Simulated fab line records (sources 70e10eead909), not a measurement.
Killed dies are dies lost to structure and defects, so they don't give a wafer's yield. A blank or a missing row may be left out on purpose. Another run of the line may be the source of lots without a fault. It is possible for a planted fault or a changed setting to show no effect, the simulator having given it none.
Comparing a struck lot with a sound one / flow nand-harc / 24 steps out of a route of 1159
Sound: these wafers, L114.1, L114.2, L114.4. Wafers L119.2, L119.3, L119.6 were the ones struck. The cause comes at the end.
Per side, at each step with rows, come the tool, then ch with its chambers, and then its first start. Under that, the readings that differ: sound wafers / struck wafers / difference of the means / sigmas: that difference in standard deviations of wafers without a fault.
alike: a reading whose means differ by less than 2 such deviations, as well as words and numbers matching on both sides. not compared: withheld readings; readings where some wafer has no value; bounds like >300 that might hide an equal value; numbers whose values overlap and for which the record gives no deviation.
Wherever a step has rows on one side only, a row that says differs or no value, or a row with sigmas, the two part there. Numbers that have no deviation but don't overlap get no sigmas and don't part them. A reading that every wafer of one side lacks parts them only if that side has two wafers or more.

first, 4 steps without rows for these wafers: NHARC_P_GATE_PRECLEAN_71 (cleans in SC1); NHARC_P_GATE_SRD_72; NHARC_P_GATE_OXIDE_16 (material SiO2, target thk 3 nm, ox time 392 s); NHARC_P_GATE_CVD_17 (deposits poly-Si, target thk 150 nm, time 900 s).
NHARC_P_GATE_HM_DEP_102: deposits aC, target thk 120 nm.
  sound on acl-dep-02 ch 0, day 6 01:52; struck on acl-dep-02 ch 0, day 7 05:45
  alike: throttle-valve-pct
then, 7 steps without rows for these wafers: NHARC_P_GATE_DEP_103 (deposits SiON, target thk 30 nm); NHARC_P_GATE_DEHYDRATE_18 (time 120 s); NHARC_P_GATE_HMDS_19 (time 30 s); NHARC_P_GATE_COAT_20 (resist thk 90 nm); NHARC_P_GATE_SOFTBAKE_21 (time 55 s); NHARC_P_GATE_EBR_22; NHARC_P_GATE_EXPOSE_23 (exposes mask P GATE, target cd 120 nm).
NHARC_P_GATE_PEB_24: peb time 65 s.
  sound on litho-track-04 ch 0, day 6 03:01; struck on litho-track-01 ch 0, day 7 06:56
reading=heater-power-total-W (W); sound=157.0 156.8 156.4; struck=165.1 165.3 165.3; difference=+8.5; sigmas=+21
then, 1 step without rows for these wafers: NHARC_P_GATE_DEVELOP_25 (develop time 35 s).
NHARC_P_GATE_CD_MEAS_26: the cd target is 120 nm.
  sound on cd-sem-02 ch 0, day 6 03:05; struck on cd-sem-01 ch 0, day 7 07:01
reading=cd-nm (nm); sound=120.3 120.2 119.6; struck=124.5 124.3 124.6; difference=+4.4; sigmas=+7
NHARC_P_GATE_OVL_MEAS_27:
  struck on overlay-01, day 7 07:06; sound on overlay-01, day 6 03:10
reading=overlay-x-nm (nm); sound=-0.6 0.3 -0.1; struck=2.1 2.0 1.3; difference=+1.9; sigmas=+2
  alike: overlay-y-nm
NHARC_P_GATE_INSPECT_28:
  struck on defect-inspect-01, day 7 07:08; sound on defect-inspect-02, day 6 03:13
  alike: raw-defect-count
NHARC_P_GATE_DESCUM_31: chemistry O2, time 3 s.
  sound on rie-diel-12 ch 0,1,3, day 6 03:16; struck on rie-diel-03 ch 0,2,3, day 7 07:13
reading=model.P_GATE.cd-nm (nm); sound=120.2 120.4 119.2; struck=124.7 124.6 124.9; difference=+4.8; sigmas=
  alike: drypump-motor-current-A, oes-product-au, rf-vpp-V, showerhead-plenum-p-Torr, throttle-valve-pct
  not compared: rf-hours-counter-h
NHARC_P_GATE_ETCH_104: etches the open film in CF4/CHF3, target depth 60 nm.
  sound on rie-diel-12 ch 0,2,3, day 6 03:22; struck on rie-diel-03 ch 0,2, day 7 07:18
  alike: drypump-motor-current-A, oes-product-au, rf-vpp-V, showerhead-plenum-p-Torr, throttle-valve-pct
NHARC_P_GATE_HM_OPEN_105: chemistry O2/COS, target depth 360 nm.
  sound on rie-diel-12 ch 0,2,3; struck on rie-diel-03 ch 0,2,3
  alike: drypump-motor-current-A, oes-product-au, rf-vpp-V, showerhead-plenum-p-Torr, throttle-valve-pct
  not compared: rf-hours-counter-h
then, 1 step without rows for these wafers: NHARC_P_GATE_STRIP_106 (strips in O2/COS).
NHARC_P_GATE_ETCH_114: etches the open film in CF4/O2, target depth 30 nm, overetch 3 nm, time 16.5 s.
  sound on rie-diel-12 ch 1,2,3; struck on rie-diel-03 ch 2,3
  alike: drypump-motor-current-A, oes-product-au, rf-vpp-V, showerhead-plenum-p-Torr, throttle-valve-pct
  not compared: rf-hours-counter-h
NHARC_P_GATE_ETCH_32: etches the open film in HBr/Cl2, target depth 150 nm, time 100.1 s.
  sound on rie-si-03 ch 0,1,2, day 6 03:44; struck on rie-si-06 ch 1,3, day 7 07:43
  alike: drypump-motor-current-A, he-backside-leak-sccm, mfc-cl2-sccm, oes-product-au, throttle-valve-pct
  not compared: rf-hours-counter-h, model.P_GATE.cd-nm
NHARC_P_GATE_STRIP_108: strips in O2.
  sound on rie-diel-03 ch 1,2,3, day 6 03:53; struck on rie-diel-12 ch 1,3, day 7 07:53
  alike: drypump-motor-current-A, oes-product-au, rf-vpp-V, showerhead-plenum-p-Torr, throttle-valve-pct
  not compared: rf-hours-counter-h

== WHERE THEY PART ==
At NHARC_P_GATE_PEB_24 first; at NHARC_P_GATE_OVL_MEAS_27 last (within this record only). Later steps at which nothing parts them and some readings are alike: NHARC_P_GATE_INSPECT_28, NHARC_P_GATE_DESCUM_31, NHARC_P_GATE_ETCH_104, NHARC_P_GATE_HM_OPEN_105, NHARC_P_GATE_ETCH_114, NHARC_P_GATE_ETCH_32, NHARC_P_GATE_STRIP_108.

WHY: the cause the simulator had injected
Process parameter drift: litho-track-01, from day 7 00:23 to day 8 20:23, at NHARC_P_GATE_PEB_24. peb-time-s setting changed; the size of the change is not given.
